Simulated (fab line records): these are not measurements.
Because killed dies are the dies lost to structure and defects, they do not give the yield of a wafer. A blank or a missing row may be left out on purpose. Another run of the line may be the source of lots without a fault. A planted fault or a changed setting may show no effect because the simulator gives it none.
Matching of chambers + flow n5 finfet + N5_BEOL_M0_SAQP_PECVD_04 on pecvd-01: 3 sister chambers
The step deposits a-Si from SiH4/He, target thk 60 nm, time 60.2 s. 3 wafers are shown with their chamber, then 8 later ones without.

== WAFERS PAIRED WITH THEIR CHAMBERS ==
| wafer  | chamber | throttle valve pct (%) |
|--------|---------|------------------------|
| L087.5 | 2       | 16.6                   |
| L087.6 | 1       | 19.2                   |
| L092.1 | 0       | 18.4                   |

== WAFERS MISSING THEIR CHAMBER ==
| wafer  | throttle valve pct (%) |
|--------|------------------------|
| L092.4 | 19.3                   |
| L092.5 | 18.4                   |
| L094.1 | 18.7                   |
| L094.5 | 18.5                   |
| L094.6 | 16.8                   |
| L096.1 | 19.0                   |
| L096.3 | 18.1                   |
| L096.5 | 17.1                   |

== WHICH CHAMBER EACH WENT THROUGH ==
| wafer  | from the rows above     | in truth |
|--------|-------------------------|----------|
| L092.4 | 1                       | 1        |
| L092.5 | 0                       | 0        |
| L094.1 | can't be placed: 0 or 1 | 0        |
| L094.5 | 0                       | 0        |
| L094.6 | 2                       | 2        |
| L096.1 | can't be placed: 1 or 0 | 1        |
| L096.3 | 0                       | 0        |
| L096.5 | 2                       | 2        |
Correctly placed: 6 of 8. From these rows, 2 cannot be placed; in 2 the true chamber is one of the candidates. 0 placed wrongly.
How it was worked out, from the rows above alone: a wafer's distance from a chamber is the root of the sum, over the readings, of the square of ((its reading less the chamber's mean) divided by the reading's scatter). If the next closest chamber is less than 2 further off than the closest, the wafer can't be placed; otherwise it belongs to the closest. A chamber's mean is the mean of its shown wafers. The scatter (one wafer shown for each chamber): square how far every hidden wafer sits from the nearest shown wafer, average those squares and take the square root.
